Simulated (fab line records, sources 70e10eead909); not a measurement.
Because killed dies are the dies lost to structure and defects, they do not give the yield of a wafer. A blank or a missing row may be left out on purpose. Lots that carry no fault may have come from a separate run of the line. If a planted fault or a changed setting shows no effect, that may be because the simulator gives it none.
Struck lot and sound lot, side by side :: flow nand harc :: 11 steps out of a route of 1302
Sound: wafers L838.1, L838.3, L838.4. Struck: wafer L849.3 (left out: L849.1, L849.6 of the same lot, which were not struck); the cause appears at the end.
Per side, at each step with rows, come the tool, then ch with its chambers, and then its first start. Under that, the readings that differ: sound wafers :: struck wafers :: difference of the means :: sigmas: that difference in standard deviations of wafers without a fault.
alike: readings with means less than 2 such deviations apart, plus words and numbers identical on both sides. not compared: withheld readings, readings lacking a value on some wafer, bounds such as >300 that could conceal the same value, and numbers that have no deviation in the record and whose values overlap.
Wherever a step has rows on one side only, a row that says differs or no value, or a row with sigmas, the two part there. When numbers do not overlap yet have no deviation, they are printed without sigmas and do not part them. A reading that every wafer of one side lacks parts them only if that side has two wafers or more.

NHARC_A_CHANNEL_FILL_D1_ALD_25: deposits SiOx, target thk 60 nm, pulse time 10 s, ald cycles 600.
  sound on ald hk-03 ch 0,1,2, day 10 14:58; struck on ald hk-01 ch 3, day 15 04:08
  alike: heater power w, precursor pulse height rel, susceptor temp C
NHARC_A_CHANNEL_FILL_D1_ETCHBACK_08: etches the open film in C4F8, target depth 220 nm, time 110 s.
  sound on rie diel-03 ch 1,2,3; struck on rie diel-06 ch 3
reading: rf fwd power W (W)
sound: 596.3 595.7 596.5
struck: 589.6
difference: -6.6
sigmas: -3

reading: rf hours counter h (h)
sound: 6.4 6.1 6.5
struck: 1.0
difference: -5.3
sigmas: 
  alike: oes product au, rf vpp V
NHARC_A_CHANNEL_FILL_D1_STRIP_29: strips in O2, time 20 s.
  sound on rie diel-03 ch 0,1,2; struck on rie diel-06 ch 0
reading: oes product au (a.u.)
sound: 0.998 1.008 0.998
struck: 0.973
difference: -0.028
sigmas: -3

reading: rf hours counter h (h)
sound: 6.2 6.5 6.4
struck: 1.3
difference: -5.1
sigmas: 
  alike: drypump motor current A, mfc ar sccm, rf vpp V, showerhead plenum p Torr, throttle valve pct
then, 3 steps without rows for these wafers: NHARC_A_CHANNEL_FILL_D1_PRECLEAN_30 (cleans in dHF, time 30 s); NHARC_A_CHANNEL_FILL_D1_SRD_31; NHARC_A_CHANNEL_FILL_D1_CVD_09 (deposits poly-Si, target thk 150 nm, time 3000 s).
NHARC_A_CHANNEL_FILL_D1_CMP_10: polishes, target thk 150 nm.
  sound on cmp-01 ch 0,2,3, day 11 02:25; struck on cmp-04 ch 0, day 15 14:21
reading: time to endpoint s (s)
sound: 20.1 16.2 18.5
struck: 12.0
difference: -6.3
sigmas: -2
  alike: motor current A
following that, these wafers have no rows for 1 step: NHARC_A_CHANNEL_FILL_D1_SRD_12.
NHARC_A_CHANNEL_FILL_D1_INSPECT_13:
  struck on defect inspect-02, day 15 14:46; sound on defect inspect-01, day 11 02:48
  alike: raw defect count
NHARC_A_DECK1_JOINT_ETCHBACK_07: etches the open film in HBr, target depth 105 nm, time 26.9 s.
  sound on rie si-03 ch 1,2,3, day 11 02:52; struck on rie si-03 ch 0, day 15 14:50
reading: oes product au (a.u.)
sound: 0.998 1.014 1.002
struck: 0.918
difference: -0.087
sigmas: -9

reading: rf hours counter h (h)
sound: 0.1 0.2 0.1
struck: 0.8
difference: +0.7
sigmas: 
  alike: drypump motor current A, rf fwd power W, throttle valve pct
then, 1 step without rows for these wafers: NHARC_A_DECK1_JOINT_ETCH_25 (etches SiO2 in dHF, target depth 0.5 nm).

== WHERE THEY PART ==
At NHARC_A_CHANNEL_FILL_D1_ETCHBACK_08 first; at NHARC_A_DECK1_JOINT_ETCHBACK_07 last (within this record only).

WHY: the cause the simulator had injected
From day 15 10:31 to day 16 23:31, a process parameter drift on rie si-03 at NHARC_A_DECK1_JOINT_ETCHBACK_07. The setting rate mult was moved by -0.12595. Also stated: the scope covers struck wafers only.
